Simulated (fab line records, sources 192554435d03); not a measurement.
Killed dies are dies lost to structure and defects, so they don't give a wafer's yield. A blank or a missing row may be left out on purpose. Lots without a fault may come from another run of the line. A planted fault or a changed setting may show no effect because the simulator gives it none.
Split-lot experiment | flow n5_finfet | 7 lots, 21 wafers read, on a route of 1938 steps

THE SPLIT
At N5_BEOL_M7_TRENCH_ETCH_37 (etches SiCOH lowk in C4F6/O2, target depth 93.478 nm, time 31.2 s), the setting time_s was moved away from the recipe's 31.2 s on 11 of the 21 wafers read, by -22.4% to +20.8%. The other wafers ran this setting at the recipe's value.

FROM THE SPLIT TO THE READING: what the file shows between them, 11 steps
- N5_BEOL_M7_ETCH_41: etches SiCN in CH3F/O2, target depth 31.9 nm, time 57.8 s
- N5_BEOL_M7_STRIP_80: strips in N2/H2, time 10 s
- N5_BEOL_M7_OCD_MEAS_38
- N5_BEOL_M7_HM_STRIP_39: strips TiN in peroxide tin strip, target depth 25 nm, time 158 s
- N5_BEOL_M7_SRD_40: time 30 s
- N5_BEOL_M7_ECD_50: material Cu, target thk 300 nm
- N5_BEOL_M7_ANNEAL_51: time 90 s
- N5_BEOL_M7_CMP_52: polishes, stops on SiCOH lowk, t overpolish 6.9 s, target thk 80 nm
- N5_BEOL_M7_THK_MEAS_53: measures by xrf
- N5_BEOL_M7_PRE_CLEAN_55: time 15 s
- N5_BEOL_M7_DEP_56: deposits SiCN from 3MS/NH3, target thk 10 nm, time 17.5 s

THE READING
M7_RS, in ohm/sq, at N5_BEOL_M7_RS_MEAS_57 (measures by four-point-probe). Fault-free wafers of this fab line usually give 0.289 ohm/sq, standard deviation 0.0099 ohm/sq.

wafer  | tool, chamber at the split | time_s as run, s | against the recipe | M7_RS, ohm/sq | against lot-mates on the recipe
L077.2 | rie_diel-02, 2             | 31.2             | recipe             | 0.288         | -
L077.3 | rie_diel-02, 0             | 31.2             | recipe             | 0.290         | -
L077.4 | rie_diel-02, 3             | 28.02            | -10.2%             | 0.331         | +0.042
L078.2 | rie_diel-04, 2             | 37.69            | +20.8%             | 0.227         | no lot-mate on the recipe
L078.5 | rie_diel-04, 0             | 37.69            | +20.8%             | 0.224         | no lot-mate on the recipe
L078.6 | rie_diel-04, 1             | 37.69            | +20.8%             | 0.228         | no lot-mate on the recipe
L082.1 | rie_diel-04, 1             | 31.2             | recipe             | 0.284         | -
L082.2 | rie_diel-04, 3             | 35.94            | +15.2%             | 0.221         | -0.063
L082.5 | rie_diel-04, 3             | 35.94            | +15.2%             | 0.224         | -0.060
L088.1 | rie_diel-04, 3             | 31.2             | recipe             | 0.284         | -
L088.3 | rie_diel-04, 2             | 31.2             | recipe             | 0.290         | -
L088.4 | rie_diel-04, 0             | 31.2             | recipe             | 0.290         | -
L089.2 | rie_diel-03, 3             | 27.52            | -11.8%             | 0.347         | +0.046
L089.3 | rie_diel-03, 1             | 27.52            | -11.8%             | 0.358         | +0.057
L089.4 | rie_diel-03, 0             | 31.2             | recipe             | 0.301         | -
L094.1 | rie_diel-03, 0             | 35.17            | +12.7%             | 0.252         | -0.043
L094.2 | rie_diel-03, 3             | 31.2             | recipe             | 0.286         | -
L094.3 | rie_diel-03, 1             | 31.2             | recipe             | 0.304         | -
L096.1 | rie_diel-02, 2             | 24.22            | -22.4%             | 0.426         | +0.135
L096.2 | rie_diel-02, 1             | 24.22            | -22.4%             | 0.404         | +0.113
L096.3 | rie_diel-02, 3             | 31.2             | recipe             | 0.291         | -

THE FIT
A straight line over all 21 wafers: M7_RS changes by -0.0043 ohm/sq for each +1% of time_s; r = -0.97; the points scatter about the line by 0.014 ohm/sq.
The same after taking each lot's own level away (the mean of its wafers on the recipe; 18 wafers): -0.00473 ohm/sq for each +1%; r = -0.98; scatter 0.0098 ohm/sq.
On that fit, the largest move of time_s shifts the reading by 0.11 ohm/sq.
The lots' own levels span 0.2840 to 0.3010 ohm/sq, that is 1.7 times the standard deviation above.
So the lot-to-lot level changes the slope little: the two slopes agree.
Check: with one of the wafers moved furthest among these (-22.4%) left out of the fit, the line predicts +0.0995 ohm/sq for it against its lot-mates. It came out at +0.135 ohm/sq against them.

OTHER SPLITS ON THESE WAFERS
These wafers also went through other splits before the reading. Each is held against what the fit with the lots' levels taken away leaves over:
other split on the same wafers   | wafers away from the commonest value | r with M7_RS (lot level and that fit taken away)
N5_BEOL_M4_COAT_22 spin_rpm      | 6                                    | -0.06
N5_BEOL_M5_EXPOSE_08 dose_mj     | 6                                    | +0.07
N5_BEOL_M5_VIA_ETCH_34 bias_w    | 9                                    | -0.04
N5_BEOL_M5_TRENCH_ETCH_37 bias_w | 7                                    | -0.55
N5_BEOL_M6_TRENCH_ETCH_37 bias_w | 9                                    | +0.01
N5_BEOL_M7_DESCUM_33 time_s      | 7                                    | -0.09

THE WHOLE CHAIN: every reading that the file lists as answering this split, in the file's order
step                      | what it does                                                        | reading                                                                      | change (the file's fit)               | r (the file's)
N5_BEOL_M7_TRENCH_ETCH_37 | etches SiCOH lowk in C4F6/O2, target depth 93.478 nm, time 31.2 s   | BEOL_M7.feature_depth_nm (the simulator's own value, which no gauge read)    | +0.971 nm for each +1% of the setting | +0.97
N5_BEOL_M7_TRENCH_ETCH_37 | etches SiCOH lowk in C4F6/O2, target depth 93.478 nm, time 31.2 s   | etch.depth_nm (the simulator's own value, which no gauge read)               | +0.971 nm for each +1% of the setting | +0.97
N5_BEOL_M7_OCD_MEAS_38    |                                                                     | trench_depth_nm                                                              | +0.963 nm for each +1% of the setting | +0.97
N5_BEOL_M7_CMP_52         | polishes, stops on SiCOH lowk, t overpolish 6.9 s, target thk 80 nm | Cu_of_BEOL_M7_ECD_50.thk_nm (the simulator's own value, which no gauge read) | +0.952 nm for each +1% of the setting | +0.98
N5_BEOL_M7_THK_MEAS_53    | measures by xrf                                                     | M7_THK                                                                       | +0.963 for each +1% of the setting    | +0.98
N5_BEOL_M7_RS_MEAS_57     | measures by four-point-probe                                        | M7_RS                                                                        | -0.00466 for each +1% of the setting  | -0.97

THE FILE'S OWN FIT
M7_RS changes by -0.00466 ohm/sq for each +1% of time_s, r = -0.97.
